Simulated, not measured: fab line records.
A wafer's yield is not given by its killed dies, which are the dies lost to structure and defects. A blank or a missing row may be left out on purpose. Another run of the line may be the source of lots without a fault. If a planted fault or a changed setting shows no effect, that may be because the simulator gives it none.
fab line records    flow n5Finfet
record lots=6  wafers=18  lastDay=18
route steps=1938 shown HKMG_FIN@430 PASSIVATION@1936
lots that met no fault: from a run of the same line without faults
startH: hours from the record's opening day to when the first of the lot's shown wafers began    waitH: hours elapsed since this lot's preceding step    " the same as in the row above    L1.1+2: a row that stands for several wafers    - no value, or no start was given    * or withheld: withheld    < > ~ a bound
route shown NAME@n: a module of which the file shows steps, and the number in the route of the first    usual: mean and standard deviation over wafers with no fault    same: alike in all rows    chamber/n: place in a boat    sites: readings site by site    _std_site: standard deviation across them    _edge_site: outer sites' mean less inner sites'    radiusMm: for every site, how far away it sits from the centre of the wafer    mask NAME#n: copy n    behind: the most recent tool/chamber to have shaped the wafer    hold: reason for holding the lot/hours on hold/outcome of the hold    device: which transistor (n, p or np) failed to switch    end of line: tests of these same wafers at the route's end    a step with no rows: only its recipe    killed: not the wafer's yield, but the dies lost to structure and defects at the first sort    map: the dies of a wafer, with x for killed, . for not killed, _ for no die there
set.NAME: the run value of the setting; set.NAME@STEP: its run value at that earlier step    model.NAME: the simulator's own value behind a step, which no gauge read
lots at some steps of the route; a table a step, a row a wafer
services: the hour from which a tool's chamber was out of use, counted from the record's first day as startH (under 0 if before that day), plus the number of hours and why
## steps
# step N5_HKMG_FIN_CD_MEAS_12
# recipe targetCdNm=92.8  landingEnergyEv=500  detector=seInlens
# usual cdNm=92.6/0.81
lot.wafer  tool      chamber  startH  waitH  cdNm
L836.2     cdSem-03  0        104.99  -      93.7
L836.3     "         0        "       "      93.3
L836.4     "         0        "       "      93.1
L839.1     cdSem-03  0        127.00  -      93.6
L839.3     "         0        "       "      92.0
L839.6     "         0        "       "      91.8
L843.2     cdSem-01  0        146.48  -      91.8
L843.4     "         0        "       "      91.1
L843.6     "         0        "       "      91.1
L845.2     cdSem-02  0        158.42  -      92.1
L845.5     "         0        "       "      91.5
L845.6     "         0        "       "      92.1
L853.1     cdSem-03  0        206.60  -      92.2
L853.2     "         0        "       "      92.1
L853.4     "         0        "       "      92.5
L854.1     cdSem-01  0        218.99  -      93.9
L854.4     "         0        "       "      91.6
L854.6     "         0        "       "      92.6
# step N5_HKMG_FIN_OVL_MEAS_13
# recipe pointsPerWafer=44
# usual NWFM_OVL=0.4/0.77
lot.wafer  tool        chamber  startH  waitH  NWFM_OVL[nm]
L836.2     overlay-01  0        105.02  0.0    1.2
L836.3     "           0        "       "      0.3
L836.4     "           0        "       "      -0.4
L839.1     overlay-02  0        127.03  0.0    0.0
L839.3     "           0        "       "      1.2
L839.6     "           0        "       "      0.5
L843.2     overlay-01  0        146.51  0.0    -0.4
L843.4     "           0        "       "      -0.5
L843.6     "           0        "       "      -0.7
L845.2     overlay-01  0        158.45  0.0    1.1
L845.5     "           0        "       "      -0.6
L845.6     "           0        "       "      0.4
L853.1     overlay-02  0        206.64  0.0    -0.2
L853.2     "           0        "       "      0.4
L853.4     "           0        "       "      0.5
L854.1     overlay-02  0        219.02  0.0    1.1
L854.4     "           0        "       "      0.5
L854.6     "           0        "       "      1.6
# step N5_HKMG_FIN_INSPECT_14
# recipe mode=adi  inspectInstrument=macro
# usual rawDefectCount=2.1/1.5
lot.wafer  tool              chamber  startH  waitH  rawDefectCount
L836.2     defectInspect-01  -        105.04  0.0    5
L836.3     "                 -        "       "      1
L836.4     "                 -        "       "      3
L839.1     defectInspect-02  -        127.06  0.0    4
L839.3     "                 -        "       "      2
L839.6     "                 -        "       "      1
L843.2     defectInspect-02  -        146.53  0.0    2
L843.4     "                 -        "       "      2
L843.6     "                 -        "       "      1
L845.2     defectInspect-01  -        158.47  0.0    1
L845.5     "                 -        "       "      3
L845.6     "                 -        "       "      3
L853.1     defectInspect-02  -        206.66  0.0    0
L853.2     "                 -        "       "      4
L853.4     "                 -        "       "      1
L854.1     defectInspect-02  -        219.04  0.0    1
L854.4     "                 -        "       "      3
L854.6     "                 -        "       "      0
# step N5_HKMG_FIN_DESCUM_17
# recipe chemistry=O2  timeS=7.9  sourcePowerW=50  biasPowerW=20  pressureMtorr=20  rfFrequencyHz=2.712e+07  tempC=40  resist=CAR-ArF  o2FlowSccm=225
# usual drypumpMotorCurrentA=5.7/0.41  oesProductAu=0.78/0.049  rfVppV=242.9/1.2  showerheadPlenumPTorr=2.08/0.061  throttleValvePct=20.42/0.19
lot.wafer  tool        chamber  startH  waitH  drypumpMotorCurrentA  oesProductAu  rfHoursCounterH  rfVppV  showerheadPlenumPTorr  throttleValvePct
L836.2     rieDiel-04  1        105.25  0.2    5.8                   0.81          108              244.0   2.14                   20.53
L836.3     "           0        "       "      5.6                   0.72          217              242.3   2.00                   20.45
L836.4     "           1        "       "      5.8                   0.81          -                244.3   2.14                   20.52
L839.1     rieDiel-04  0        127.09  0.0    5.5                   0.70          225              241.6   2.00                   20.46
L839.3     "           1        "       "      5.8                   0.80          116              244.0   2.13                   20.55
L839.6     "           1        "       "      5.8                   0.80          -                243.2   2.13                   20.53
L843.2     rieDiel-02  3        146.56  0.0    4.9                   0.87          36               243.8   2.16                   20.65
L843.4     "           2        "       "      5.8                   0.79          88               244.3   2.17                   20.13
L843.6     "           0        "       "      6.2                   0.80          -                242.5   1.99                   20.27
L845.2     rieDiel-02  0        158.51  0.0    6.1                   0.80          114              242.7   1.99                   20.28
L845.5     "           2        "       "      5.8                   0.78          -                246.0   2.17                   20.13
L845.6     "           1        "       "      5.2                   0.76          -                244.6   2.09                   20.29
L853.1     rieDiel-02  2        206.69  0.0    5.8                   0.77          108              244.4   2.16                   20.15
L853.2     "           3        "       "      4.9                   0.84          55               242.5   2.16                   20.68
L853.4     "           0        "       "      6.2                   0.78          132              242.1   1.99                   20.31
L854.1     rieDiel-01  0        219.25  0.2    6.2                   0.74          140              240.7   2.03                   20.68
L854.4     "           2        "       "      5.6                   0.78          103              242.9   2.11                   20.31
L854.6     "           0        "       "      6.3                   0.74          -                241.7   2.03                   20.67
# step N5_HKMG_FIN_ETCH_31
# recipe chemistry=CF4  target=SiARC  targetDepthA=455  maskMaterial=CAR-ArF  timeS=75.8  ionEnergyEv=80  pressureMtorr=40  sourceW=545  biasW=36  Ar_flow_sccm=100  cf4FlowSccm=100  ends=cleared
# step N5_HKMG_FIN_ETCH_32
# recipe chemistry=N2/H2  target=SOC  targetDepthA=2400  tempC=40  timeS=300  ionEnergyEv=200  maskMaterial=SiARC  pressureMtorr=30  sourceW=840  biasW=150  n2FlowSccm=200  h2FlowSccm=200
# step N5_HKMG_FIN_STRIP_33
# recipe chemistry=N2/H2  tempC=40  n2FlowSccm=200  h2FlowSccm=200  rfFrequencyHz=6e+07
# step N5_HKMG_FIN_STRIP_34
# recipe chemistry=CF4  resist=SiARC  powerW=300  biasPowerW=75  pressureMtorr=50  cf4FlowSccm=150  rfFrequencyHz=6e+07
# usual drypumpMotorCurrentA=5.7/0.41  oesProductAu=0.78/0.045  rfVppV=270.8/1.5  showerheadPlenumPTorr=1.78/0.052  throttleValvePct=13.56/0.17
lot.wafer  tool        chamber  startH  waitH  drypumpMotorCurrentA  oesProductAu  rfHoursCounterH  rfVppV  showerheadPlenumPTorr  throttleValvePct
L836.2     rieDiel-04  1        105.53  0.0    5.8                   0.80          108              270.1   1.81                   13.44
L836.3     "           0        "       "      5.6                   0.70          217              268.1   1.70                   13.57
L836.4     "           1        "       "      5.8                   0.79          -                272.3   1.80                   13.44
L839.1     rieDiel-04  0        127.37  0.0    5.5                   0.70          225              269.2   1.69                   13.61
L839.3     "           1        "       "      5.8                   0.78          117              272.9   1.80                   13.44
L839.6     "           1        "       "      5.8                   0.79          -                272.6   1.80                   13.43
L843.2     rieDiel-02  3        146.84  0.0    4.9                   0.86          36               271.0   1.82                   13.47
L843.4     "           2        "       "      5.8                   0.80          88               272.9   1.90                   13.46
L843.6     "           0        "       "      6.1                   0.78          -                270.6   1.73                   13.61
L845.2     rieDiel-02  0        158.79  0.0    6.1                   0.79          114              271.1   1.73                   13.61
L845.5     "           2        "       "      5.8                   0.79          -                273.8   1.89                   13.47
L845.6     "           1        "       "      5.2                   0.76          -                271.2   1.78                   13.37
L853.1     rieDiel-02  2        206.97  0.0    5.8                   0.79          109              273.0   1.89                   13.51
L853.2     "           3        "       "      4.9                   0.83          55               272.2   1.81                   13.51
L853.4     "           0        "       "      6.1                   0.77          132              271.0   1.73                   13.65
L854.1     rieDiel-01  0        219.53  0.0    6.2                   0.74          140              269.4   1.74                   13.81
L854.4     "           2        "       "      5.6                   0.78          103              272.5   1.80                   13.45
L854.6     "           0        "       "      6.3                   0.75          -                270.0   1.74                   13.81
# step N5_HKMG_FIN_ETCH_35
# recipe chemistry=N2/H2  target=SOC  targetDepthA=2158  ionEnergyEv=65  biasW=5  sourceW=3000  timeS=243.4  pressureMtorr=30  n2FlowSccm=200  h2FlowSccm=200
# usual drypumpMotorCurrentA=5.7/0.41  oesProductAu=0.79/0.047  rfVppV=141.4/0.97  showerheadPlenumPTorr=2.52/0.088  throttleValvePct=17.84/0.23
lot.wafer  tool        chamber  startH  waitH  drypumpMotorCurrentA  oesProductAu  rfHoursCounterH  rfVppV  showerheadPlenumPTorr  throttleValvePct
L836.2     rieDiel-04  1        105.55  0.0    5.8                   0.80          108              141.4   2.56                   17.71
L836.3     "           0        "       "      5.5                   0.73          217              140.9   2.43                   18.00
L836.4     "           1        "       "      5.8                   0.80          -                142.5   2.56                   17.71
L839.1     rieDiel-04  0        127.39  0.0    5.6                   0.73          225              140.9   2.43                   18.03
L839.3     "           1        "       "      5.8                   0.79          117              140.6   2.56                   17.73
L839.6     "           1        "       "      5.8                   0.79          -                141.8   2.56                   17.72
L843.2     rieDiel-02  3        146.86  0.0    4.9                   0.87          36               141.9   2.63                   18.01
L843.4     "           2        "       "      5.8                   0.76          88               141.8   2.70                   17.96
L843.6     "           0        "       "      6.2                   0.81          -                141.8   2.43                   17.80
L845.2     rieDiel-02  0        158.81  0.0    6.1                   0.80          114              141.2   2.43                   17.80
L845.5     "           2        "       "      5.8                   0.76          -                143.2   2.70                   17.96
L845.6     "           1        "       "      5.2                   0.78          -                143.5   2.55                   17.86
L853.1     rieDiel-02  2        206.99  0.0    5.8                   0.75          109              142.5   2.69                   18.00
L853.2     "           3        "       "      4.9                   0.86          55               142.7   2.62                   18.03
L853.4     "           0        "       "      6.2                   0.78          132              139.3   2.43                   17.84
L854.1     rieDiel-01  0        219.55  0.0    6.2                   0.75          140              140.8   2.42                   17.84
L854.4     "           2        "       "      5.7                   0.78          103              143.4   2.56                   17.72
L854.6     "           0        "       "      6.2                   0.76          -                141.3   2.42                   17.84
# step N5_HKMG_FIN_STRIP_92
# recipe chemistry=N2/H2  material=SOC  timeS=20  powerW=500  tempC=40  pressureMtorr=50  rfFrequencyHz=6e+07  biasPowerW=8  h2Frac=0.5  n2FlowSccm=300  h2FlowSccm=300
# usual drypumpMotorCurrentA=5.7/0.41  oesProductAu=0.79/0.049  rfVppV=54.1/0.84  showerheadPlenumPTorr=3.33/0.11  throttleValvePct=19.1/0.35
lot.wafer  tool        chamber  startH  waitH  drypumpMotorCurrentA  oesProductAu  rfHoursCounterH  rfVppV  showerheadPlenumPTorr  throttleValvePct
L836.2     rieDiel-04  1        105.70  0.1    5.8                   0.78          108              54.4    3.38                   18.8
L836.3     "           0        "       "      5.6                   0.73          217              54.4    3.22                   19.5
L836.4     "           1        "       "      5.8                   0.78          -                54.7    3.38                   18.8
L839.1     rieDiel-04  0        127.54  0.1    5.6                   0.71          225              54.0    3.21                   19.5
L839.3     "           1        "       "      5.8                   0.78          117              52.6    3.38                   18.8
L839.6     "           1        "       "      5.8                   0.77          -                54.3    3.38                   18.8
L843.2     rieDiel-02  3        147.01  0.1    4.8                   0.87          36               55.3    3.46                   19.1
L843.4     "           2        "       "      5.8                   0.78          88               54.8    3.56                   19.3
L843.6     "           0        "       "      6.1                   0.80          -                53.5    3.22                   19.1
L845.2     rieDiel-02  0        158.96  0.1    6.2                   0.78          114              51.7    3.22                   19.2
L845.5     "           2        "       "      5.8                   0.77          -                56.0    3.56                   19.3
L845.6     "           1        "       "      5.2                   0.78          -                54.4    3.37                   19.1
L853.1     rieDiel-02  2        207.14  0.1    5.8                   0.75          109              55.2    3.55                   19.4
L853.2     "           3        "       "      4.9                   0.85          55               54.9    3.45                   19.1
L853.4     "           0        "       "      6.2                   0.76          132              55.1    3.21                   19.2
L854.1     rieDiel-01  0        219.70  0.1    6.3                   0.77          140              54.2    3.20                   18.9
L854.4     "           2        "       "      5.6                   0.79          103              54.4    3.39                   18.8
L854.6     "           0        "       "      6.3                   0.77          -                54.6    3.20                   18.9
# step N5_HKMG_FIN_WET_ETCH_18
# recipe chemistry=SC1  target=TiN  mix=1:1:5  tempC=*  timeS=55  targetDepthNm=5.2  dry=ipaMarangoni  rinseTimeS=30  rinseTempC=23
# step N5_HKMG_FIN_STRIP_19
# recipe chemistry=N2/H2  powerW=2500  tempC=300  h2Frac=0.65  timeS=360  pressureMtorr=withheld  n2FlowSccm=1750  h2FlowSccm=3250
# usual drypumpMotorCurrentA=5.7/0.34  heaterPowerW=455/15
lot.wafer  tool            chamber  startH  waitH  drypumpMotorCurrentA  heaterPowerW  rfHoursCounterH
L836.2     plasmaAsher-01  1        105.84  0.0    5.7                   448           94
L836.3     "               0        "       "      6.3                   460           -
L836.4     "               1        "       "      5.7                   441           -
L839.1     plasmaAsher-02  0        127.69  0.0    5.3                   467           45
L839.3     "               1        "       "      5.5                   437           -
L839.6     "               1        "       "      5.5                   440           -
L843.2     plasmaAsher-01  1        147.16  0.0    5.7                   446           102
L843.4     "               0        "       "      6.2                   458           -
L843.6     "               0        "       "      6.2                   452           -
L845.2     plasmaAsher-01  0        159.10  0.0    6.2                   466           107
L845.5     "               0        "       "      6.2                   455           -
L845.6     "               1        "       "      5.7                   447           -
L853.1     plasmaAsher-02  0        207.29  0.0    5.3                   484           60
L853.2     "               1        "       "      5.5                   446           60
L853.4     "               0        "       "      5.3                   484           -
L854.1     plasmaAsher-02  0        219.84  0.0    5.3                   473           62
L854.4     "               1        "       "      5.5                   438           -
L854.6     "               1        "       "      5.5                   446           -
# step N5_HKMG_FIN_ALD_91
# recipe material=TiN  targetThkA=10  tempC=400  aldPrecursorFamily=TiCl4  aldCoReactant=NH3  pulseTimeS=1  purgeTimeS=3  coReactantPurgeTimeS=2  coReactantPulseTimeS=2  aldCycles=47  pressureTorr=3
# usual aldCycles=47/0  heaterPowerW=884/100  precursorPulseHeightRel=0.998/0.021
# same purgeTimeS=3
lot.wafer  tool         chamber  startH  waitH  aldCycles  heaterPowerW  precursorPulseHeightRel
L836.2     aldMetal-04  1        106.23  0.3    47         948           1.014
L836.3     "            3        "       "      47         730           0.980
L836.4     "            0        "       "      47         924           1.019
L839.1     aldMetal-04  3        128.07  0.3    47         764           1.002
L839.3     "            1        "       "      47         947           0.990
L839.6     "            2        "       "      47         1067          1.020
L843.2     aldMetal-04  0        147.55  0.3    47         931           0.976
L843.4     "            1        "       "      47         983           1.041
L843.6     "            1        "       "      44         977           0.987
L845.2     aldMetal-04  0        159.49  0.3    47         940           0.990
L845.5     "            2        "       "      47         1093          1.007
L845.6     "            1        "       "      44         962           0.963
L853.1     aldMetal-02  0        207.67  0.3    47         833           0.987
L853.2     "            3        "       "      47         768           1.015
L853.4     "            1        "       "      47         963           0.973
L854.1     aldMetal-03  1        220.23  0.3    47         858           1.006
L854.4     "            2        "       "      47         796           1.005
L854.6     "            3        "       "      47         927           1.022
# step N5_HKMG_FIN_COAT_85
# recipe resist=SOC  tempC=250  timeS=60  spinRpm=1500  resistThkNm=300
# step N5_PASSIVATION_PROBE_49
# usual killed_at_M0_to_M3=34/11  killed_at_M4_up=14/5.6  killedAtContacts=13/5.9  killedAtFrontEnd=40/11  killedAtOther=4/3.1  killedDies=105/16  killedOpen=68/11  killedShort=34/8.4
# same grossDies=1180  killedAtBackSide=0
lot.wafer  tool       chamber  startH  waitH  killed_at_M0_to_M3  killed_at_M4_up  killedAtContacts  killedAtFrontEnd  killedAtOther  killedDies  killedOpen  killedShort
L836.2     prober-01  -        325.17  0.1    25                  7                14                63                1              110         76          33
L836.3     prober-01  -        325.22  0.1    24                  10               5                 50                7              96          61          33
L836.4     prober-01  -        325.27  0.2    26                  13               10                45                2              96          60          31
L839.1     prober-02  -        344.63  0.5    36                  22               11                18                2              89          70          18
L839.3     prober-02  -        344.73  0.6    53                  21               9                 32                3              118         56          61
L839.6     prober-02  -        344.88  0.8    43                  19               16                27                4              109         77          27
L843.2     prober-01  -        347.43  0.1    27                  14               12                41                5              99          61          35
L843.4     prober-01  -        347.53  0.2    36                  14               8                 27                3              88          57          27
L843.6     prober-01  -        347.63  0.3    39                  12               10                77                10             148         69          40
L845.2     prober-02  -        380.93  0.1    49                  12               10                44                5              120         81          37
L845.5     prober-02  -        381.08  0.2    51                  11               9                 47                14             132         82          44
L845.6     prober-02  -        381.13  0.3    42                  10               12                62                9              135         71          37
L853.1     prober-01  -        442.64  0.0    36                  5                21                42                7              111         77          32
L853.2     prober-01  -        442.69  0.1    27                  16               8                 38                3              92          61          30
L853.4     prober-01  -        442.79  0.2    28                  14               24                54                7              127         85          42
L854.1     prober-02  -        442.80  0.0    22                  32               15                61                0              130         81          44
L854.4     prober-02  -        442.95  0.2    23                  23               13                53                1              113         72          40
L854.6     prober-02  -        443.05  0.3    17                  27               9                 80                6              139         86          53
# killed by level:class
L836.2 FIN_SAQP:geometricParticle:open=19 STI_FIN_REVEAL:geometricParticle:open=13 BEOL_M2:geometricParticle:open=12 FIN_SAQP:geometricParticle:short=10 MOL_CONTACT_COAG:geometricParticle:open=10 BEOL_M3:geometricParticle:open=6 DUMMY_GATE:geometricParticle:open=5 MOL_CONTACT_COAG:geometricParticle:short=4
L836.3 FIN_SAQP:geometricParticle:open=14 GATE_CUT:geometricParticle:short=9 FIN_SAQP:geometricParticle:short=8 BEOL_M0_SAQP:geometricParticle:open=7 BEOL_M4:geometricParticle:open=6 STI_FIN_REVEAL:geometricParticle:open=5 MOL_CONTACT_COAG:geometricParticle:open=4 BEOL_M1:geometricParticle:open=4
L836.4 MOL_CONTACT_COAG:geometricParticle:open=10 BEOL_M2:geometricParticle:open=9 FIN_SAQP:geometricParticle:short=8 STI_FIN_REVEAL:geometricParticle:open=7 BEOL_M4:geometricParticle:open=7 STARTING-WAFER:geometricParticle:short=6 BEOL_M0_SAQP:geometricParticle:open=5 HKMG_FIN:areaEtch=5
L839.1 BEOL_M4:geometricParticle:open=14 BEOL_M0_SAQP:geometricParticle:open=11 MOL_CONTACT_COAG:geometricParticle:open=10 BEOL_M2:geometricParticle:open=6 BEOL_M0:geometricParticle:open=5 BEOL_M1:geometricParticle:open=5 FIN_SAQP:geometricParticle:open=4 BEOL_M0_SAQP:geometricParticle:short=4
L839.3 BEOL_M0_SAQP:geometricParticle:short=23 BEOL_M0_SAQP:geometricParticle:open=12 BEOL_M2:geometricParticle:short=8 STI_FIN_REVEAL:geometricParticle:open=8 BEOL_M4:geometricParticle:open=7 MOL_CONTACT_COAG:geometricParticle:open=6 FIN_SAQP:geometricParticle:short=5 BEOL_M1:geometricParticle:open=4
L839.6 MOL_CONTACT_COAG:geometricParticle:open=14 BEOL_M0_SAQP:geometricParticle:open=11 BEOL_M0_SAQP:geometricParticle:short=10 BEOL_M2:geometricParticle:open=8 STARTING-WAFER:geometricParticle:open=6 BEOL_M1:geometricParticle:open=6 STI_FIN_REVEAL:geometricParticle:open=5 BEOL_M3:geometricParticle:open=5
L843.2 MOL_CONTACT_COAG:geometricParticle:open=10 BEOL_M4:geometricParticle:open=7 STI_FIN_REVEAL:geometricParticle:open=6 DUMMY_GATE:geometricParticle:open=6 BEOL_M0_SAQP:geometricParticle:short=6 BEOL_M2:geometricParticle:open=6 BEOL_M3:geometricParticle:open=6 FIN_SAQP:geometricParticle:short=5
L843.4 MOL_CONTACT_COAG:geometricParticle:open=8 BEOL_M2:geometricParticle:open=8 BEOL_M0_SAQP:geometricParticle:short=7 DUMMY_GATE:geometricParticle:open=6 BEOL_M3:geometricParticle:open=6 BEOL_M0_SAQP:geometricParticle:open=4 BEOL_M0:geometricParticle:open=4 BEOL_M4:geometricParticle:open=4
L843.6 HKMG_FIN:areaAld=29 FIN_SAQP:geometricParticle:short=12 BEOL_M1:geometricParticle:open=10 MOL_CONTACT_COAG:geometricParticle:open=9 BEOL_M0_SAQP:geometricParticle:short=7 BEOL_M2:geometricParticle:open=6 STARTING-WAFER:geometricParticle:open=6 FIN_SAQP:geometricParticle:open=5
L845.2 BEOL_M0_SAQP:geometricParticle:short=15 BEOL_M0_SAQP:geometricParticle:open=10 BEOL_M1:geometricParticle:open=10 STI_FIN_REVEAL:geometricParticle:open=9 DUMMY_GATE:geometricParticle:open=8 FIN_SAQP:geometricParticle:open=7 MOL_CONTACT_COAG:geometricParticle:open=6 FIN_SAQP:geometricParticle:short=5
L845.5 BEOL_M0_SAQP:geometricParticle:short=16 BEOL_M0_SAQP:geometricParticle:open=15 BEOL_M2:geometricParticle:open=11 FIN_SAQP:geometricParticle:open=10 MOL_CONTACT_COAG:geometricParticle:open=9 FIN_SAQP:geometricParticle:short=8 BEOL_M0:geometricParticle:open=6 STI_FIN_REVEAL:geometricParticle:open=5
L845.6 HKMG_FIN:areaAld=23 MOL_CONTACT_COAG:geometricParticle:open=12 BEOL_M0_SAQP:geometricParticle:short=11 FIN_SAQP:geometricParticle:open=10 BEOL_M2:geometricParticle:open=10 BEOL_M0_SAQP:geometricParticle:open=9 BEOL_M1:geometricParticle:open=9 STI_FIN_REVEAL:geometricParticle:open=6
L853.1 MOL_CONTACT_COAG:geometricParticle:open=18 STI_FIN_REVEAL:geometricParticle:open=10 BEOL_M0_SAQP:geometricParticle:short=8 BEOL_M3:geometricParticle:open=7 BEOL_M1:geometricParticle:open=6 DUMMY_GATE:geometricParticle:open=5 FIN_SAQP:geometricParticle:open=4 STI_FIN_REVEAL:geometricParticle:short=4
L853.2 BEOL_M4:geometricParticle:open=11 FIN_SAQP:geometricParticle:open=8 FIN_SAQP:geometricParticle:short=8 STI_FIN_REVEAL:geometricParticle:open=7 BEOL_M2:geometricParticle:open=7 MOL_CONTACT_COAG:geometricParticle:open=6 BEOL_M0_SAQP:geometricParticle:short=6 DUMMY_GATE:geometricParticle:open=4
L853.4 MOL_CONTACT_COAG:geometricParticle:open=21 STI_FIN_REVEAL:geometricParticle:open=15 BEOL_M0_SAQP:geometricParticle:short=9 STI_FIN_REVEAL:geometricParticle:short=7 DUMMY_GATE:geometricParticle:open=7 BEOL_M4:geometricParticle:open=6 STARTING-WAFER:geometricParticle:open=6 FIN_SAQP:geometricParticle:open=5
L854.1 FIN_SAQP:geometricParticle:open=20 FIN_SAQP:geometricParticle:short=19 MOL_CONTACT_COAG:geometricParticle:open=12 BEOL_M4:geometricParticle:open=10 BEOL_M5:geometricParticle:open=9 STI_FIN_REVEAL:geometricParticle:open=8 BEOL_M1:geometricParticle:open=6 BEOL_M3:geometricParticle:open=6
L854.4 FIN_SAQP:geometricParticle:short=17 FIN_SAQP:geometricParticle:open=16 BEOL_M4:geometricParticle:open=15 BEOL_M2:geometricParticle:open=9 MOL_CONTACT_COAG:geometricParticle:open=8 GATE_CUT:geometricParticle:open=5 BEOL_M3:geometricParticle:open=5 BEOL_M4:geometricParticle:short=5
L854.6 FIN_SAQP:geometricParticle:open=19 STI_FIN_REVEAL:geometricParticle:open=19 FIN_SAQP:geometricParticle:short=17 BEOL_M4:geometricParticle:open=15 BEOL_M4:geometricParticle:short=8 MOL_CONTACT_COAG:geometricParticle:open=7 GATE_CUT:geometricParticle:short=7 STI_FIN_REVEAL:geometricParticle:short=5
# map L843.6 (x killed, . not)
_________________......x.....________________
______________.......xx......x.._____________
___________.................x......__________
__________......x...x...x..........._________
________...............x....x...x..x.._______
_______...x.....xx....x.....x..........______
______.................................._____
_____xxx..x........x...........xx........____
____....x..............x..................___
___....x....................x.....x......x.__
___.................x......................__
__..x......x.x...............x...........x.._
__...x..x........x...........xx...........x._
_........x...........x......x............x.x.
_.............x.......x...........x.......x..
_........x.x..........xx....x...x..........x.
_x..........x..x..x.x..x.x.x..........x....x.
_.x......x.......x......x.........x..........
_....xx.......x.......x..................x.x.
_..........xx.....x....xx....x...x.....xx...x
_x..x.x..x....x....x...x......xx..x...xx.....
__..........................x.x.........x..._
__....x...........x..x..x.x.x.........x....._
___...................x..........x.........__
___............x..x.......x..........x..x..__
____....x..........................x.x..x.___
_____.....x.....x......x.x..x............____
______.........x........................_____
_______.....x...............x.......x.x______
________.....x.........x.........xx..x_______
__________.x....x....x............x._________
___________...........x........x...__________
______________..x...x.xx........_____________
_________________...x........________________
# map L845.6 (x killed, . not)
_________________.x.x........________________
______________..............x..._____________
___________..........x...x........x__________
__________..x.....x......x.......x.._________
________..x........................x.._______
_______...............x.....x..........______
______..x........x....x.x..............._____
_____.......................x............____
____...........x....x...xx....x...........___
___.........x.....x........x...x....x..x...__
___.....x........x...x....x.............xxx__
__..............x...x..x.x.................._
__x..x...xx..........x.x..x.......x.x.x....._
_............x.........x...x......x.xx......x
_...............x..x..x.x..x......x..........
_.x...x.......x..x.x......x.............x...x
_.....x.x....x..x.......xx...................
_...............x......x..x..x..x....x.x.....
_..x..x....x.......x.x.......x...............
_.......x.....x..............................
_......x....x........x..........x..x....x....
__................x...x........x............_
__..........x....x..x.x....................._
___........x..x..........x...........x.....__
___............x..............x.....x....x.__
____.....x...........x..........x......x..___
_____....xx.....x.x......x.x.x...........____
______.......xx........................._____
_______.x.............x..............x.______
________..........................x..._______
__________............x...........x._________
___________........................__________
______________.....x.........x.._____________
_________________............________________
## services
tool            chamber  startH  hours  kind
rieDiel-04      3        85.35   15.4   repair
rieDiel-01      3        89.17   31.4   repair
aldMetal-03     -        96.98   0.6    repair
rieDiel-04      2        100.77  -      clean
rieDiel-04      2        100.77  -      consumableReplace:focusRing
rieDiel-04      2        100.77  24.5   scheduledDown
rieDiel-04      2        100.77  24.5   ventCycle
rieDiel-01      -        116.22  0.3    repair
rieDiel-04      -        134.04  2.8    pm
plasmaAsher-02  -        146.34  14.6   repair
rieDiel-02      2        180.71  1.5    repair
plasmaAsher-01  -        182.05  4.8    repair
rieDiel-02      3        182.82  5.4    repair
rieDiel-04      0        204.10  -      clean
rieDiel-04      0        204.10  -      consumableReplace:focusRing
rieDiel-04      0        204.10  -      consumableReplace:showerhead
rieDiel-04      0        204.10  12.5   scheduledDown
rieDiel-04      0        204.10  12.5   ventCycle
aldMetal-04     -        205.36  2.8    pm
rieDiel-01      -        205.96  2.7    repair
rieDiel-04      1        218.53  47.5   repair
## key
firstSign step=N5_HKMG_FIN_ALD_91  reading=aldCycles  direction=down  sigmas=99+  usual=*  struck=*
effect step=N5_PASSIVATION_PROBE_49  reading=killedAtFrontEnd  direction=up  sigmas=2.7  usual=40  struck=70
moreKillsBornAt N5_HKMG_FIN_ALD_91@aldMetal-04=52
metAt N5_HKMG_FIN_ALD_91
struckWafers L843.6,L845.6
testerLeftOut L843,L845
onsetBetween 128.07 147.55
fault kind=processParameterDrift  tool=aldMetal-04  chamber=-  onsetH=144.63  steps=N5_HKMG_FIN_ALD_91  channel=aldCycles  offset=*  shape=step  endH=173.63  scope=struckWafersOnly  actsIn=*  stated=*
# testerLeftOut: of these lots the tester's yield and bins aren't shown, on N5 and GAA mostly nor the transistor test; their killed dies are dies lost to structure and defects alone, not to doping, threshold or leakage, so they don't give the yield
